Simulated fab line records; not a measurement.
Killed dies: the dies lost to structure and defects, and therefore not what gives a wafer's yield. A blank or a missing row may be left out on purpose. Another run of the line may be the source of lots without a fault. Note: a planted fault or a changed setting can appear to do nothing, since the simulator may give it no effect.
Matching of chambers | flow n5Finfet | 3 sister chambers for N5_BEOL_M6_PECVD_70 on pecvd-04
The step deposits SiO2 from TEOS/O2, target thk 20 nm, time 22.7 s. 6 wafers are shown with their chamber, then 7 later ones without.

## WAFERS WITH THEIR CHAMBER
wafer  | chamber | throttleValvePct (%) | showerheadPlenumPTorr (Torr)
L078.6 | 0       | 23.0                 | 8.85
L083.6 | 0       | 23.1                 | 8.83
L085.3 | 1       | 21.0                 | 8.79
L085.5 | 2       | 23.1                 | 8.72
L086.1 | 2       | 23.3                 | 8.75
L086.4 | 1       | 21.4                 | 8.78

## WAFERS WITH NO CHAMBER GIVEN
wafer  | throttleValvePct (%) | showerheadPlenumPTorr (Torr)
L086.5 | 21.2                 | 8.77
L087.4 | 23.4                 | 8.73
L087.5 | 21.2                 | 8.77
L087.6 | 23.2                 | 8.74
L088.1 | 21.2                 | 8.79
L088.4 | 23.4                 | 8.75
L088.6 | 21.4                 | 8.79

## CHAMBER TAKEN BY EACH
wafer  | from the rows above | in truth
L086.5 | 1                   | 1
L087.4 | 2                   | 2
L087.5 | 1                   | 1
L087.6 | 2                   | 2
L088.1 | 1                   | 1
L088.4 | 2                   | 2
L088.6 | 1                   | 1
Correct placement for 7 of the 7. Number that these rows cannot place: 0. Wrongly placed: 0.
How it was worked out, from the rows above alone: a wafer's distance from a chamber is the root of the sum, over the readings, of the square of ((its reading less the chamber's mean) divided by the reading's scatter). If the next closest chamber is less than 2 further off than the closest, the wafer can't be placed; otherwise it belongs to the closest. The mean given for a chamber averages the wafers shown for that chamber. The scatter is the square root of a quotient: the sum, over the shown wafers, of each reading's squared deviation from its chamber's mean, divided by wafers minus chambers.
